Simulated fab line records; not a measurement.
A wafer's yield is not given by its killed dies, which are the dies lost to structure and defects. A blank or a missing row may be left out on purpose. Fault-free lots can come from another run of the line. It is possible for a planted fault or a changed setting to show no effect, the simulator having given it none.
fab line records | flow n5-finfet
[record] lots = 24 wafers = 72 last-day = 18
route steps=1938 shown BEOL_M12@1619 BEOL_M13@1690
lots that met no fault: taken from a fault-free run of the same line
start-h: hours from the record's opening day to when the first of the lot's shown wafers began | wait-h: hours since the lot's step before | " as in the row above | L1.1+2: one row covering several wafers at once | - no value, or no start given | * or withheld: withheld | < > ~ a bound
route shown NAME@n: a module of which the file shows steps, and the number in the route of the first | usual: mean/standard deviation of fault-free wafers | same: alike in all rows | chamber/n: place in a boat | sites: the reading at each site | _std_site: standard deviation of those values | _edge_site: the outer-site mean with the inner-site mean subtracted | radius-mm: for every site, how far away it sits from the centre of the wafer | mask NAME#n: copy n | behind: the most recent tool/chamber to have shaped the wafer | hold: cause of the lot's hold/its duration in hours/its outcome | device: the n, p or np transistor that did not switch | end of line: tests run on the same wafers once the route is complete | a step without rows: its recipe alone | killed: dies lost to structure and defects at the first sort, not the wafer's yield | map: a wafer's dies, marking killed ones x, the rest . and places with no die _
set.NAME: the run value of the setting; set.NAME@STEP: its run value at that earlier step | model.NAME: the simulator's own value behind a step, which no gauge read
a sample of lots followed through the steps of the route, with each step as a table and each wafer as a row
services: the hour from which a tool's chamber was out of use, counted from the record's first day as start-h (under 0 if before that day), plus the number of hours and why
[[steps]]
[step N5_BEOL_M12_STRIP_64]
[recipe] chemistry = N2/H2 power-w = 1000 temp-c = 250 h2-frac = 0.65 overash-fraction = 0.3 pressure-mtorr = withheld n2-flow-sccm = 1750 h2-flow-sccm = 3250
[usual] drypump-motor-current-A = 5.85/0.16 heater-power-w = 348/49 oes-product-au = 0.715/0.0043 strip-time-to-endpoint-s = 31.31/0.072
// columns lot.wafer tool chamber start-h wait-h drypump-motor-current-A heater-power-w oes-product-au rf-hours-counter-h strip-time-to-endpoint-s
L076.2 plasma-asher-02 1 238.86 0.0 5.98 406 0.714 119 31.30
L076.3 " 0 " " 5.63 308 0.716 - 31.37
L076.4 " 1 " " 5.98 394 0.717 - 31.37
L075.3 plasma-asher-01 1 241.47 0.0 5.95 286 0.708 - 31.31
L075.4 " 0 " " 6.01 399 0.719 - 31.35
L075.5 " 1 " " 5.94 285 0.717 - 31.37
L074.4 plasma-asher-02 0 242.54 0.0 5.60 311 0.719 - 31.44
L074.5 " 0 " " 5.60 303 0.712 - 31.37
L074.6 " 1 " " 5.98 395 0.715 - 31.31
L077.3 plasma-asher-01 0 249.27 0.0 5.99 415 0.710 - 31.31
L077.4 " 1 " " 5.91 271 0.711 - 31.31
L077.5 " 0 " " 6.01 405 0.717 - 31.40
L078.1 plasma-asher-01 1 259.80 0.0 5.96 288 0.720 73 31.28
L078.2 " 0 " " 6.01 403 0.718 73 31.26
L078.4 " 0 " " 5.98 399 0.718 - 31.26
L080.1 plasma-asher-02 0 261.32 0.0 5.66 310 0.715 124 31.40
L080.2 " 1 " " 5.93 389 0.710 124 31.37
L080.5 " 1 " " 5.96 393 0.725 - 31.44
L079.1 plasma-asher-02 0 265.71 0.0 5.64 313 0.709 124 31.34
L079.3 " 0 " " 5.68 306 0.718 - 31.26
L079.4 " 1 " " 5.91 395 0.718 - 31.22
L081.2 plasma-asher-02 1 276.47 0.0 5.95 382 0.710 127 31.37
L081.3 " 1 " " 5.95 397 0.712 - 31.25
L081.6 " 0 " " 5.60 307 0.707 - 31.30
L083.3 plasma-asher-01 0 293.71 0.0 6.05 393 0.716 - 31.35
L083.5 " 1 " " 5.97 286 0.715 - 31.35
L083.6 " 0 " " 6.04 394 0.721 - 31.33
L084.3 plasma-asher-02 0 295.04 0.0 5.63 311 0.709 - 31.20
L084.4 " 1 " " 5.96 392 0.716 - 31.25
L084.6 " 0 " " 5.62 312 0.709 - 31.18
L082.1 plasma-asher-02 1 295.20 0.0 5.97 389 0.717 131 31.31
L082.4 " 0 " " 5.63 317 0.715 - 31.22
L082.5 " 1 " " 5.93 397 0.712 - 31.34
L085.1 plasma-asher-01 1 302.80 0.0 5.96 281 0.710 81 31.28
L085.3 " 1 " " 5.97 288 0.718 - 31.26
L085.5 " 1 " " 5.96 278 0.719 - 31.24
L086.1 plasma-asher-02 1 322.26 0.0 5.93 386 0.710 135 31.30
L086.2 " 0 " " 5.64 305 0.712 135 31.32
L086.6 " 0 " " 5.65 312 0.716 - 31.32
L087.1 plasma-asher-02 0 328.38 0.0 5.63 311 0.714 136 31.24
L087.5 " 0 " " 5.65 306 0.713 - 31.28
L087.6 " 1 " " 5.97 387 0.720 - 31.28
L089.3 plasma-asher-02 0 347.05 0.0 5.61 310 0.710 - 31.41
L089.5 " 1 " " 5.95 393 0.716 - 31.39
L089.6 " 0 " " 5.63 307 0.713 - 31.32
L088.1 plasma-asher-01 1 347.69 0.0 5.92 281 0.708 90 31.17
L088.2 " 0 " " 6.01 394 0.709 90 31.26
L088.5 " 1 " " 5.94 278 0.717 - 31.30
L093.1 plasma-asher-02 1 355.54 0.0 5.93 399 0.718 141 31.26
L093.2 " 0 " " 5.64 310 0.718 141 31.33
L093.6 " 1 " " 5.95 393 0.714 - 31.26
L090.1 plasma-asher-02 1 356.12 0.0 5.96 388 0.711 142 31.34
L090.4 " 1 " " 5.95 388 0.716 - 31.35
L090.5 " 1 " " 5.97 397 0.714 - 31.38
L091.2 plasma-asher-01 0 356.92 0.0 6.02 398 0.718 93 31.23
L091.3 " 1 " " 6.00 286 0.718 - 31.16
L091.5 " 1 " " 5.96 287 0.710 - 31.28
L092.1 plasma-asher-02 0 357.88 0.0 5.64 311 0.713 142 31.27
L092.4 " 1 " " 5.93 391 0.712 - 31.29
L092.6 " 1 " " 5.95 393 0.716 - 31.27
L094.3 plasma-asher-02 0 368.03 0.0 5.61 309 0.718 - 31.45
L094.4 " 1 " " 5.96 398 0.721 - 31.35
L094.6 " 1 " " 5.95 389 0.711 - 31.42
L095.1 plasma-asher-01 0 370.72 0.0 6.02 413 0.724 96 31.19
L095.5 " 0 " " 6.04 405 0.713 - 31.20
L095.6 " 1 " " 5.96 281 0.706 - 31.18
L097.3 plasma-asher-02 0 386.42 0.0 5.62 319 0.723 - 31.30
L097.4 " 1 " " 5.95 392 0.713 - 31.29
L097.6 " 1 " " 5.96 406 0.716 - 31.31
L096.1 plasma-asher-02 1 387.52 0.0 5.96 393 0.716 148 31.47
L096.2 " 0 " " 5.66 311 0.720 148 31.44
L096.4 " 0 " " 5.69 314 0.710 - 31.42
[step N5_BEOL_M12_DEGAS_41]
[recipe] ambient = vacuum temp-c = 250 time-s = 60
[usual] heater-power-w = 367/36
// columns lot.wafer tool chamber start-h wait-h heater-power-w
L076.2 pvd-sputter-03 - 240.71 0.0 391
L076.3 " - " " 343
L076.4 " - " " 369
L075.3 pvd-sputter-02 - 246.57 0.5 423
L075.4 " - " " 362
L075.5 " - " " 408
L074.4 pvd-sputter-03 - 247.15 0.2 324
L074.5 " - " " 398
L074.6 " - " " 331
L077.3 pvd-sputter-03 - 251.40 0.1 327
L077.4 " - " " 400
L077.5 " - " " 411
L078.1 pvd-sputter-03 - 264.55 0.0 328
L078.2 " - " " 339
L078.4 " - " " 371
L080.1 pvd-sputter-03 - 264.87 0.1 337
L080.2 " - " " 328
L080.5 " - " " 403
L079.1 pvd-sputter-02 - 267.30 0.2 305
L079.3 " - " " 375
L079.4 " - " " 415
L081.2 pvd-sputter-03 - 279.52 0.2 411
L081.3 " - " " 375
L081.6 " - " " 324
L083.3 pvd-sputter-03 - 298.47 0.4 335
L083.5 " - " " 336
L083.6 " - " " 335
L084.3 pvd-sputter-01 - 298.68 0.4 337
L084.4 " - " " 359
L084.6 " - " " 335
L082.1 pvd-sputter-03 - 298.83 0.4 368
L082.4 " - " " 330
L082.5 " - " " 410
L085.1 pvd-sputter-01 - 308.19 0.3 340
L085.3 " - " " 409
L085.5 " - " " 411
L086.1 pvd-sputter-02 - 331.37 0.3 366
L086.2 " - " " 384
L086.6 " - " " 372
L087.1 pvd-sputter-01 - 331.59 0.4 359
L087.5 " - " " 427
L087.6 " - " " 410
L089.3 pvd-sputter-02 - 349.03 0.5 372
L089.5 " - " " 367
L089.6 " - " " 411
L088.1 pvd-sputter-02 - 349.39 0.1 383
L088.2 " - " " 405
L088.5 " - " " 363
L093.1 pvd-sputter-02 - 357.77 0.3 360
L093.2 " - " " 370
L093.6 " - " " 303
L090.1 pvd-sputter-02 - 358.55 0.3 377
L090.4 " - " " 368
L090.5 " - " " 403
L091.2 pvd-sputter-03 - 363.36 0.3 329
L091.3 " - " " 334
L091.5 " - " " 323
L092.1 pvd-sputter-01 - 366.09 2.8 421
L092.4 " - " " 358
L092.6 " - " " 404
L094.3 pvd-sputter-03 - 372.22 2.7 373
L094.4 " - " " 333
L094.6 " - " " 337
L095.1 pvd-sputter-02 - 373.35 0.2 416
L095.5 " - " " 412
L095.6 " - " " 368
L097.3 pvd-sputter-03 - 392.47 0.3 322
L097.4 " - " " 328
L097.6 " - " " 407
L096.1 pvd-sputter-03 - 393.75 0.4 326
L096.2 " - " " 329
L096.4 " - " " 404
[step N5_BEOL_M12_SPUTTER_43]
[recipe] material = TaN target-thk-a = 150 temp-c = 50 bias-v = 168.6 power-w = 15000 chamber-pressure-pa = 0.12 time-s = 24.19
[usual] throttle-valve-pct = 30.2/0.81
// columns lot.wafer tool chamber start-h wait-h throttle-valve-pct
L076.2 pvd-sputter-03 - 240.79 0.0 30.2
L076.3 " - " " 31.2
L076.4 " - " " 31.7
L075.3 pvd-sputter-02 - 246.65 0.0 29.8
L075.4 " - " " 30.1
L075.5 " - " " 29.9
L074.4 pvd-sputter-03 - 247.23 0.0 30.8
L074.5 " - " " 30.1
L074.6 " - " " 30.9
L077.3 pvd-sputter-03 - 251.48 0.0 31.1
L077.4 " - " " 29.9
L077.5 " - " " 30.1
L078.1 pvd-sputter-03 - 264.63 0.0 29.4
L078.2 " - " " 30.8
L078.4 " - " " 31.5
L080.1 pvd-sputter-03 - 264.95 0.0 31.0
L080.2 " - " " 29.0
L080.5 " - " " 29.9
L079.1 pvd-sputter-02 - 267.38 0.0 29.8
L079.3 " - " " 30.1
L079.4 " - " " 29.6
L081.2 pvd-sputter-03 - 279.60 0.0 30.3
L081.3 " - " " 31.6
L081.6 " - " " 30.7
L083.3 pvd-sputter-03 - 298.55 0.0 30.6
L083.5 " - " " 29.1
L083.6 " - " " 31.0
L084.3 pvd-sputter-01 - 298.76 0.0 29.1
L084.4 " - " " 28.8
L084.6 " - " " 28.6
L082.1 pvd-sputter-03 - 298.91 0.0 31.8
L082.4 " - " " 28.9
L082.5 " - " " 30.2
L085.1 pvd-sputter-01 - 308.27 0.0 28.6
L085.3 " - " " 30.1
L085.5 " - " " 30.8
L086.1 pvd-sputter-02 - 331.45 0.0 29.9
L086.2 " - " " 30.2
L086.6 " - " " 29.9
L087.1 pvd-sputter-01 - 331.67 0.0 28.8
L087.5 " - " " 29.9
L087.6 " - " " 30.7
L089.3 pvd-sputter-02 - 349.11 0.0 30.2
L089.5 " - " " 30.1
L089.6 " - " " 29.7
L088.1 pvd-sputter-02 - 349.47 0.0 30.2
L088.2 " - " " 29.5
L088.5 " - " " 30.2
L093.1 pvd-sputter-02 - 357.85 0.0 29.7
L093.2 " - " " 30.5
L093.6 " - " " 29.9
L090.1 pvd-sputter-02 - 358.63 0.0 30.0
L090.4 " - " " 30.0
L090.5 " - " " 29.9
L091.2 pvd-sputter-03 - 363.44 0.0 29.1
L091.3 " - " " 31.2
L091.5 " - " " 29.1
L092.1 pvd-sputter-01 - 366.17 0.0 30.1
L092.4 " - " " 28.4
L092.6 " - " " 30.9
L094.3 pvd-sputter-03 - 372.30 0.0 31.8
L094.4 " - " " 31.1
L094.6 " - " " 29.3
L095.1 pvd-sputter-02 - 373.43 0.0 30.0
L095.5 " - " " 30.0
L095.6 " - " " 30.3
L097.3 pvd-sputter-03 - 392.55 0.0 29.3
L097.4 " - " " 30.8
L097.6 " - " " 30.1
L096.1 pvd-sputter-03 - 393.83 0.0 30.6
L096.2 " - " " 29.1
L096.4 " - " " 29.9
[step N5_BEOL_M12_THK_MEAS_50]
[recipe] thk-meas-gauge = xrf reads = Cu_of_BEOL_M12_ECD_47
[usual] M12_THK = 317/6.8
// columns lot.wafer tool chamber start-h wait-h M12_THK[nm]
L076.2 film-metro-02 - 241.92 - 317
L076.3 " - " " 331
L076.4 " - " " 321
L075.3 film-metro-02 - 247.80 - 317
L075.4 " - " " 325
L075.5 " - " " 329
L074.4 film-metro-01 - 248.34 - 312
L074.5 " - " " 314
L074.6 " - " " 321
L077.3 film-metro-02 - 252.50 - 321
L077.4 " - " " 328
L077.5 " - " " 328
L078.1 film-metro-01 - 269.98 - 310
L078.2 " - " " 309
L078.4 " - " " 319
L080.1 film-metro-01 - 270.25 - 309
L080.2 " - " " 318
L080.5 " - " " 309
L079.1 film-metro-01 - 272.50 - 318
L079.3 " - " " 310
L079.4 " - " " 313
L081.2 film-metro-02 - 283.78 - 311
L081.3 " - " " 315
L081.6 " - " " 316
L083.3 film-metro-01 - 299.86 - 310
L083.5 " - " " 315
L083.6 " - " " 307
L084.3 film-metro-01 - 300.13 - 311
L084.4 " - " " 319
L084.6 " - " " 309
L082.1 film-metro-01 - 300.59 - 316
L082.4 " - " " 310
L082.5 " - " " 312
L085.1 film-metro-02 - 312.61 - 307
L085.3 " - " " 308
L085.5 " - " " 310
L086.1 film-metro-01 - 332.46 - 302
L086.2 " - " " 329
L086.6 " - " " 314
L087.1 film-metro-02 - 332.74 - 317
L087.5 " - " " 319
L087.6 " - " " 313
L089.3 film-metro-01 - 350.13 - 332
L089.5 " - " " 332
L089.6 " - " " 320
L088.1 film-metro-01 - 350.57 - 317
L088.2 " - " " 317
L088.5 " - " " 315
L093.1 film-metro-02 - 358.90 - 321
L093.2 " - " " 331
L093.6 " - " " 333
L090.1 film-metro-01 - 359.82 - 318
L090.4 " - " " 313
L090.5 " - " " 319
L091.2 film-metro-01 - 364.78 - 308
L091.3 " - " " 310
L091.5 " - " " 312
L092.1 film-metro-01 - 367.25 - 308
L092.4 " - " " 329
L092.6 " - " " 312
L094.3 film-metro-02 - 373.33 - 326
L094.4 " - " " 323
L094.6 " - " " 325
L095.1 film-metro-02 - 374.44 - 317
L095.5 " - " " 314
L095.6 " - " " 321
L097.3 film-metro-02 - 393.57 - 317
L097.4 " - " " 324
L097.6 " - " " 318
L096.1 film-metro-02 - 395.05 - 319
L096.2 " - " " 318
L096.4 " - " " 321
[step N5_BEOL_M13_OVL_MEAS_29]
[recipe] points-per-wafer = 44
[usual] M13_OVL = 0/5.4
// columns lot.wafer tool chamber start-h wait-h M13_OVL[nm]
L076.2 overlay-01 0 243.67 0.0 9
L076.3 " 0 " " 7
L076.4 " 0 " " 11
L075.3 overlay-01 0 249.47 0.0 0
L075.4 " 0 " " 5
L075.5 " 0 " " -1
L074.4 overlay-01 0 250.21 0.0 -2
L074.5 " 0 " " -3
L074.6 " 0 " " -3
L077.3 overlay-02 0 254.37 0.0 5
L077.4 " 0 " " 9
L077.5 " 0 " " 5
L078.1 overlay-02 0 271.64 0.0 -1
L078.2 " 0 " " 7
L078.4 " 0 " " 8
L080.1 overlay-01 0 272.01 0.0 -14
L080.2 " 0 " " -7
L080.5 " 0 " " -8
L079.1 overlay-02 0 274.24 0.0 -3
L079.3 " 0 " " -10
L079.4 " 0 " " 3
L081.2 overlay-01 0 285.76 0.0 -2
L081.3 " 0 " " 6
L081.6 " 0 " " 9
L083.3 overlay-02 0 301.71 0.0 -2
L083.5 " 0 " " -1
L083.6 " 0 " " 0
L084.3 overlay-01 0 301.95 0.0 -2
L084.4 " 0 " " 4
L084.6 " 0 " " 1
L082.1 overlay-02 0 302.46 0.0 -8
L082.4 " 0 " " -3
L082.5 " 0 " " -1
L085.1 overlay-02 0 314.39 0.0 -4
L085.3 " 0 " " -2
L085.5 " 0 " " -4
L086.1 overlay-01 0 334.21 0.0 -5
L086.2 " 0 " " -1
L086.6 " 0 " " 0
L087.1 overlay-02 0 334.60 0.0 5
L087.5 " 0 " " -2
L087.6 " 0 " " 0
L089.3 overlay-01 0 351.87 0.0 5
L089.5 " 0 " " 2
L089.6 " 0 " " 5
L088.1 overlay-02 0 352.44 0.0 -4
L088.2 " 0 " " -7
L088.5 " 0 " " -3
L093.1 overlay-02 0 360.77 0.0 -5
L093.2 " 0 " " 1
L093.6 " 0 " " 5
L090.1 overlay-01 0 361.77 0.0 3
L090.4 " 0 " " -1
L090.5 " 0 " " -1
L091.2 overlay-02 0 366.69 0.0 -1
L091.3 " 0 " " -6
L091.5 " 0 " " -6
L092.1 overlay-02 0 368.86 0.0 9
L092.4 " 0 " " -6
L092.6 " 0 " " -7
L094.3 overlay-02 0 375.08 0.0 -11
L094.4 " 0 " " -5
L094.6 " 0 " " -7
L095.1 overlay-01 0 376.26 0.0 -5
L095.5 " 0 " " 8
L095.6 " 0 " " -1
L097.3 overlay-01 0 395.66 0.0 3
L097.4 " 0 " " -1
L097.6 " 0 " " 3
L096.1 overlay-01 0 396.90 0.0 -1
L096.2 " 0 " " 4
L096.4 " 0 " " 6
[step N5_BEOL_M13_DESCUM_33]
[recipe] chemistry = O2 time-s = 7.9 source-power-w = 50 bias-power-w = 20 pressure-mtorr = 20 rf-frequency-hz = 2.712e+07 temp-c = 40 o2-flow-sccm = 225
[usual] drypump-motor-current-A = 5.8/0.56 oes-product-au = 0.77/0.099 rf-fwd-power-W = 49.38/0.25 rf-vpp-V = 243.4/1.5 showerhead-plenum-p-Torr = 2.10/0.071 throttle-valve-pct = 20.28/0.28
// columns lot.wafer tool chamber start-h wait-h drypump-motor-current-A oes-product-au rf-fwd-power-W rf-hours-counter-h rf-vpp-V showerhead-plenum-p-Torr throttle-valve-pct
L076.2 rie-diel-02 3 243.81 0.1 6.4 0.70 49.13 208 244.0 2.03 20.20
L076.3 " 1 " " 5.1 0.68 49.46 244 243.3 2.14 20.20
L076.4 " 0 " " 6.4 0.92 49.53 27 243.1 2.15 20.11
L075.3 rie-diel-02 3 249.53 0.0 6.4 0.69 49.08 210 244.3 2.03 20.18
L075.4 " 1 " " 5.1 0.68 49.88 246 243.9 2.14 20.21
L075.5 " 2 " " 6.3 0.73 49.37 - 241.4 2.02 20.67
L074.4 rie-diel-02 1 250.27 0.0 5.1 0.67 49.67 246 244.5 2.14 20.21
L074.5 " 0 " " 6.4 0.91 49.34 - 243.7 2.15 20.11
L074.6 " 3 " " 6.4 0.70 49.01 - 242.7 2.03 20.18
L077.3 rie-diel-04 2 254.43 0.0 4.9 0.70 49.71 224 244.7 2.16 20.44
L077.4 " 1 " " 6.2 0.69 49.32 - 244.2 2.14 20.00
L077.5 " 2 " " 4.9 0.71 49.74 - 244.2 2.16 20.43
L078.1 rie-diel-02 3 271.70 0.0 6.4 0.70 49.41 216 244.9 2.03 20.19
L078.2 " 0 " " 6.4 0.91 49.47 35 243.7 2.15 20.12
L078.4 " 2 " " 6.4 0.72 49.39 - 240.6 2.02 20.66
L080.1 rie-diel-04 3 272.07 0.0 5.9 1.01 49.11 3 245.7 2.24 20.09
L080.2 " 2 " " 4.9 0.70 49.29 230 243.7 2.16 20.44
L080.5 " 1 " " 6.2 0.69 49.75 - 245.2 2.14 20.03
L079.1 rie-diel-02 0 274.30 0.0 6.4 0.91 49.31 36 243.9 2.15 20.12
L079.3 " 3 " " 6.4 0.70 49.42 217 241.2 2.03 20.20
L079.4 " 2 " " 6.3 0.73 49.13 - 240.9 2.02 20.68
L081.2 rie-diel-04 1 285.82 0.0 6.2 0.69 49.66 232 244.6 2.13 20.01
L081.3 " 0 " " 5.3 0.73 49.13 185 244.2 2.15 20.37
L081.6 " 0 " " 5.3 0.72 49.13 - 245.8 2.15 20.39
L083.3 rie-diel-02 1 301.76 0.0 5.1 0.97 49.53 3 245.0 2.14 19.68
L083.5 " 1 " " 5.1 0.96 49.49 - 245.1 2.14 19.70
L083.6 " 2 " " 6.3 0.71 49.23 - 240.7 2.02 20.69
L084.3 rie-diel-04 0 302.01 0.0 5.3 0.72 49.05 190 244.3 2.15 20.38
L084.4 " 1 " " 6.2 0.69 49.79 236 243.4 2.13 20.02
L084.6 " 1 " " 6.2 0.69 49.49 - 244.4 2.13 20.03
L082.1 rie-diel-02 3 302.51 0.0 6.4 0.69 48.99 226 242.7 2.03 20.22
L082.4 " 0 " " 6.4 0.89 49.51 45 243.6 2.15 20.14
L082.5 " 2 " " 6.3 0.72 49.34 - 242.9 2.02 20.70
L085.1 rie-diel-06 1 314.45 0.0 5.4 0.79 49.23 97 243.2 2.09 19.88
L085.3 " 2 " " 6.2 0.83 49.51 68 242.4 2.01 20.36
L085.5 " 0 " " 5.9 0.70 49.34 - 244.1 2.17 20.84
L086.1 rie-diel-06 3 334.26 0.0 5.2 0.68 48.99 209 240.6 2.00 20.57
L086.2 " 2 " " 6.2 0.83 49.41 73 241.9 2.01 20.37
L086.6 " 1 " " 5.4 0.79 48.72 - 242.6 2.09 19.87
L087.1 rie-diel-02 3 334.67 0.0 6.4 0.68 49.30 236 240.8 2.03 20.24
L087.5 " 2 " " 6.3 0.70 49.75 - 241.1 2.01 20.71
L087.6 " 1 " " 5.1 0.93 49.60 - 242.8 2.13 19.71
L089.3 rie-diel-04 1 351.93 0.0 6.2 0.67 49.54 250 244.2 2.13 20.05
L089.5 " 3 " " 5.9 0.93 49.36 - 244.3 2.23 20.11
L089.6 " 1 " " 6.3 0.67 49.76 - 243.7 2.13 20.02
L088.1 rie-diel-06 2 352.55 0.1 6.2 0.81 49.43 80 243.4 2.01 20.38
L088.2 " 1 " " 5.4 0.79 49.01 109 243.9 2.09 19.89
L088.5 " 1 " " 5.4 0.78 49.09 - 244.3 2.09 19.90
L093.1 rie-diel-02 2 361.06 0.3 6.3 0.69 49.33 240 241.7 2.01 20.73
L093.2 " 3 " " 6.4 0.67 49.62 244 243.4 2.02 20.24
L093.6 " 1 " " 5.1 0.91 49.67 - 243.4 2.13 19.73
L090.1 rie-diel-02 1 361.82 0.0 5.1 0.91 49.70 22 243.3 2.13 19.71
L090.4 " 3 " " 6.5 0.67 49.32 244 241.3 2.02 20.23
L090.5 " 0 " " 6.4 0.86 49.81 - 243.6 2.14 20.17
L091.2 rie-diel-06 3 366.76 0.0 5.2 0.68 49.37 222 241.2 1.99 20.60
L091.3 " 1 " " 5.4 0.78 48.83 115 243.0 2.09 19.90
L091.5 " 3 " " 5.2 0.67 49.32 - 241.5 1.99 20.58
L092.1 rie-diel-04 0 368.92 0.0 5.3 0.70 48.82 213 245.7 2.14 20.41
L092.4 " 1 " " 6.2 0.66 49.60 - 243.4 2.13 20.06
L092.6 " 3 " " 5.9 0.90 49.40 - 246.6 2.23 20.12
L094.3 rie-diel-06 3 375.14 0.0 5.2 0.68 49.04 224 240.9 1.99 20.58
L094.4 " 0 " " 5.9 0.69 49.49 244 243.5 2.17 20.85
L094.6 " 3 " " 5.2 0.67 49.17 - 241.6 1.99 20.58
L095.1 rie-diel-04 2 376.38 0.1 4.9 0.93 49.77 1 243.6 2.15 20.18
L095.5 " 2 " " 4.9 0.94 49.81 - 244.5 2.15 20.18
L095.6 " 0 " " 5.3 0.70 49.20 - 245.5 2.14 20.41
L097.3 rie-diel-04 0 395.71 0.0 5.3 0.70 49.18 226 243.9 2.13 20.43
L097.4 " 2 " " 4.9 0.89 49.74 - 245.1 2.15 20.20
L097.6 " 3 " " 5.9 0.89 49.24 - 246.1 2.22 20.15
L096.1 rie-diel-04 2 396.96 0.0 4.9 0.89 49.68 11 244.9 2.15 20.20
L096.2 " 3 " " 5.9 0.89 49.30 46 246.0 2.22 20.14
L096.4 " 0 " " 5.3 0.70 49.22 - 244.2 2.13 20.44
[[services]]
// columns tool chamber start-h hours kind
rie-diel-02 1 222.31 5.3 repair
pvd-sputter-01 - 234.69 2.1 repair
rie-diel-04 3 237.79 - clean
rie-diel-04 3 237.79 - consumable-replace:focus-ring
rie-diel-04 3 237.79 - consumable-replace:showerhead
rie-diel-04 3 237.79 23.2 scheduled-down
rie-diel-04 3 237.79 23.2 vent-cycle
pvd-sputter-01 - 256.70 7.0 repair
rie-diel-02 1 267.30 - clean
rie-diel-02 1 267.30 - consumable-replace:esc
rie-diel-02 1 267.30 - consumable-replace:focus-ring
rie-diel-02 1 267.30 22.7 scheduled-down
rie-diel-02 1 267.30 22.7 vent-cycle
pvd-sputter-01 - 340.25 1.8 repair
plasma-asher-01 - 344.61 0.7 repair
rie-diel-04 2 349.02 - clean
rie-diel-04 2 349.02 - consumable-replace:esc
rie-diel-04 2 349.02 - consumable-replace:focus-ring
rie-diel-04 2 349.02 25.6 scheduled-down
rie-diel-02 3 379.85 - clean
rie-diel-02 3 379.85 - consumable-replace:focus-ring
rie-diel-02 3 379.85 18.0 scheduled-down
rie-diel-02 3 379.85 18.0 vent-cycle
plasma-asher-02 - 380.73 2.8 pm
[[key]]
fault none
